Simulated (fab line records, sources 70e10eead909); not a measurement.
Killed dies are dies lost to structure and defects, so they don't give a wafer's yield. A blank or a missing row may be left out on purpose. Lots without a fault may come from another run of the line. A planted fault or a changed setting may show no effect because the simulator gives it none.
A struck lot beside a sound one | flow nand_harc | 16 steps out of a route of 1302
Sound: wafers L696.2, L696.3, L696.5. Struck: wafers L699.2, L699.4, L699.5. The cause comes at the end.
At each step with rows: each side's tool, then ch and its chambers, then its first start. Under that, the readings that differ: sound wafers | struck wafers | difference of the means | sigmas: that difference in standard deviations of wafers without a fault.
alike: readings whose means differ by less than 2 such deviations, and words and numbers that are the same on both sides. not compared: withheld readings, readings that some wafer has no value for, bounds like >300 that may hide the same value, and numbers for which the record gives no deviation and whose values overlap.
The two part at a step that has a row with sigmas, a row that says differs or no value, or rows on one side only. Numbers that don't overlap but have no deviation are shown without sigmas and don't part them. A reading that every wafer of one side lacks parts them only if that side has two wafers or more.

NHARC_A_DECK1_JOINT_INSPECT_05:
  sound on defect_inspect-02, day 18 06:07; struck on defect_inspect-01, day 19 06:47
  alike: raw_defect_count
then, 1 step without rows for these wafers: NHARC_A_ONON_D2_DEP_00 (target thk 1000 nm).
NHARC_A_ONON_D2_THK_MEAS_02: measures by ellipsometry.
  sound on film_metro-01, day 18 07:08; struck on film_metro-02, day 19 07:22
  alike: thk_nm
then, 1 step without rows for these wafers: NHARC_A_ONON_D2_DEP_03 (target thk 1000 nm).
NHARC_A_ONON_D2_THK_MEAS_05: measures by ellipsometry.
  sound on film_metro-01, day 18 07:49; struck on film_metro-01, day 19 07:56
  alike: thk_nm
then, 1 step without rows for these wafers: NHARC_A_ONON_D2_DEP_06 (target thk 1000 nm).
NHARC_A_ONON_D2_THK_MEAS_08: measures by ellipsometry.
  sound on film_metro-01, day 18 08:32; struck on film_metro-01, day 19 08:30
  alike: thk_nm
then, 1 step without rows for these wafers: NHARC_A_ONON_D2_DEP_09 (target thk 1000 nm).
NHARC_A_ONON_D2_THK_MEAS_11: measures by ellipsometry.
  sound on film_metro-01, day 18 09:05; struck on film_metro-01, day 19 09:04
  alike: thk_nm
then, 1 step without rows for these wafers: NHARC_A_ONON_D2_DEP_12 (target thk 1000 nm).
NHARC_A_ONON_D2_THK_MEAS_14: measures by ellipsometry.
  sound on film_metro-01, day 18 09:40; struck on film_metro-01, day 19 09:40
  alike: thk_nm
then, 1 step without rows for these wafers: NHARC_A_ONON_D2_ANNEAL_15 (time 3600 s).
NHARC_A_ONON_D2_DEP_16: target thk 1000 nm.
  sound on pecvd_onon-04 ch 0, day 18 16:34; struck on pecvd_onon-03 ch 0, day 19 16:06
NHARC_A_ONON_D2_THK_MEAS_18: measures by ellipsometry.
  sound on film_metro-01, day 18 17:01; struck on film_metro-02, day 19 16:33
  reading     | sound          | struck         | difference | sigmas
  thk_nm (nm) | 1013 1011 1010 | 1584 1585 1584 | +573       | +60
then, 1 step without rows for these wafers: NHARC_A_ONON_D2_DEP_19 (target thk 1000 nm).
-- the record jumps here: 12 days lie between the struck wafers' starts before and after (it left off in module A_ONON_D2 and takes up again in module END, whose first step shown is number 1302 of the route) --
NHARC_END_SORT_01:
  the record has rows for the struck wafers here (prober-02 ch 0, day 31 09:13) and none for the sound ones

WHERE THEY PART
First at NHARC_A_ONON_D2_THK_MEAS_18; last, within this record, at NHARC_END_SORT_01.

WHY: what the simulator had put in
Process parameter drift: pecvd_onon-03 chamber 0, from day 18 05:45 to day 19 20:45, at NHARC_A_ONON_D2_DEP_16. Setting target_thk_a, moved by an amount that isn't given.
